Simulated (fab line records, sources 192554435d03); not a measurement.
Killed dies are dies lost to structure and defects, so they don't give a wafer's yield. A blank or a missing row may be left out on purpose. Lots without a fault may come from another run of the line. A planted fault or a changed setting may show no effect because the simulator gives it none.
Problem report in the 8D (eight disciplines) form, filled by code | flow n5_finfet | the parts of the form that need people (team, actions taken, sign-off) are left out

1. THE PROBLEM
raw_defect_count at N5_FIN_SAQP_INSPECT_18 reads a mean of 1423 on 9 wafers of 3 lots; wafers without a fault read 388 with a standard deviation of 110. That is +9.4 standard deviations from the usual mean.
The step: inspects for defects (brightfield).
First seen on wafer L504.1, day 4 04:06, on defect_inspect-01. The record holds 27 wafers of 9 lots with a number at this step. Rule for "out", or "out of limits": more than 4 standard deviations from the usual mean. The other wafers with a number count as sound.

2. WHAT IT IS AND WHAT IT IS NOT
question                    | is                                   | is not
which readings at this step | raw_defect_count                     | -
which lots                  | L504, L505, L507                     | L495, L498, L500, L516, L517, L518
which wafers of those lots  | all that have a number               | -
read on which gauges        | defect_inspect-01, defect_inspect-02 | -
when                        | from day 4 04:06                     | up to then (9 sound wafers); but 9 sound wafers of L516, L517, L518 came after

3. SUSPECTS, AND WHAT RULES EACH OUT
Counting: a tool at a process step up to the reading stays a suspect if it ran every lot that is out and no sound lot after the first of them.
- the gauge at N5_FIN_SAQP_INSPECT_18: ruled out. The wafers that are out were read on 2 gauges (defect_inspect-01, defect_inspect-02).
- wet_bench-05 at N5_FIN_SAQP_PRECLEAN_42 (cleans in O3/DIW, time 60 s): kept. It ran every lot that is out, first L504 (day 4 02:43), and no sound lot after that; its last sound lot up to then is L500 (day 3 02:27).
Left after counting: wet_bench-05 at N5_FIN_SAQP_PRECLEAN_42.

4. THE CAUSE (what the simulator had put in)
Chamber particle source: wet_bench-05, from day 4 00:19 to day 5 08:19, at N5_FIN_SAQP_PRECLEAN_42. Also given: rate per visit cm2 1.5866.
Counting left only this tool.

5. THE CHAIN OF EFFECTS, in route order
Each row: a reading whose mean over the struck wafers that have a number lies more than 3 standard deviations from the usual. Only readings for which the record gives a usual standard deviation are gone through. hours: the time from each lot's start at the first step in this table that gives one to its start at this step, as a median over the lots. sigmas: the change in usual standard deviations.
hours | step                    | reading              | usual  | on struck wafers | change | sigmas
0     | N5_FIN_SAQP_INSPECT_18  | raw_defect_count     | 388    | 1423             | +1035  | +9.4
5     | N5_FIN_SAQP_INSPECT_40  | raw_defect_count     | 221    | 1260             | +1039  | +18
6     | N5_FIN_CUT_INSPECT_10   | raw_defect_count     | 39     | 1070             | +1031  | +99 or more
250   | N5_PASSIVATION_PROBE_49 | defect_limited_yield | 91.5 % | 83.4             | -8.1   | -6.2
250   | N5_PASSIVATION_PROBE_49 | killed_at_front_end  | 38     | 137              | +99    | +9.9
250   | N5_PASSIVATION_PROBE_49 | killed_dies          | 101    | 196              | +95    | +5.9
250   | N5_PASSIVATION_PROBE_49 | killed_on_rim        | 13     | 28               | +15    | +4.3
250   | N5_PASSIVATION_PROBE_49 | sort_bin_5_function  | 5.0 %  | 9.7              | +4.7   | +5.5
250   | N5_PASSIVATION_PROBE_49 | sort_n_pass          | 1079   | 984              | -95    | -5.9
250   | N5_PASSIVATION_PROBE_49 | sort_yield_pct       | 91.5 % | 83.4             | -8.1   | -6.2
The process steps in it:
- N5_PASSIVATION_PROBE_49
Later measuring or inspecting steps at which every struck wafer that the step has a row for has a number for every such reading, and none has moved that far: N5_BEOL_M4_RC_MEAS_101.

6. WHAT WOULD HAVE CAUGHT IT SOONER
In this record the first reading out of limits at a measuring or inspecting step was taken at day 4 04:06, 4 hours after the fault began at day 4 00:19.
Of the tool readings at N5_FIN_SAQP_PRECLEAN_42 for which the record gives a usual standard deviation, none was out on any struck wafer, so an alarm limit of 4 standard deviations on them would not have fired.
Of the lots that are out (3), L505, L507 began N5_FIN_SAQP_PRECLEAN_42 on wet_bench-05 after day 4 04:06. A hold on the tool at that time would have spared those 2.
